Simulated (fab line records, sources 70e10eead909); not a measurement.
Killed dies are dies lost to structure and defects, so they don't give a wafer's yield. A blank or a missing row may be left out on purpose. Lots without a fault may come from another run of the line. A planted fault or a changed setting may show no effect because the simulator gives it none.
Chamber matching | flow nand_harc | NHARC_A_STAIRCASE_DESCUM_11 on rie_diel-12: 4 sister chambers
The step chemistry O2, time 3 s. 4 wafers are shown with their chamber, then 12 later ones without.

WAFERS WITH THEIR CHAMBER
wafer  | chamber | showerhead_plenum_p_Torr (Torr)
L084.5 | 0       | 1.87
L084.6 | 1       | 1.82
L089.3 | 2       | 1.98
L089.5 | 3       | 1.99

WAFERS WITHOUT THEIR CHAMBER
wafer  | showerhead_plenum_p_Torr (Torr)
L089.2 | 1.81
L089.4 | 1.81
L089.6 | 1.98
L092.1 | 1.99
L092.4 | 1.81
L092.5 | 1.98
L092.2 | 1.98
L092.3 | 1.87
L092.6 | 1.81
L095.2 | 1.98
L095.4 | 1.99
L095.6 | 1.81

WHICH CHAMBER EACH WENT THROUGH
wafer  | from the rows above     | in truth
L089.2 | 1                       | 1
L089.4 | 1                       | 1
L089.6 | can't be placed: 2 or 3 | 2
L092.1 | can't be placed: 3 or 2 | 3
L092.4 | 1                       | 1
L092.5 | can't be placed: 2 or 3 | 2
L092.2 | can't be placed: 2 or 3 | 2
L092.3 | 0                       | 0
L092.6 | 1                       | 1
L095.2 | can't be placed: 2 or 3 | 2
L095.4 | can't be placed: 3 or 2 | 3
L095.6 | 1                       | 1
Placed correctly: 6 of 12. Can't be placed from these rows: 6 (the true chamber is among the candidates in 6). Placed wrongly: 0.
How it was worked out, from the rows above alone: a wafer's distance from a chamber is the root of the sum, over the readings, of the square of ((its reading less the chamber's mean) divided by the reading's scatter). The wafer belongs to the nearest chamber; if the next one is less than 2 further off, it can't be placed. A chamber's mean is the mean of its shown wafers. The scatter: with one shown wafer a chamber, the root of the mean of the squares of how far each hidden wafer lies from its nearest shown one.
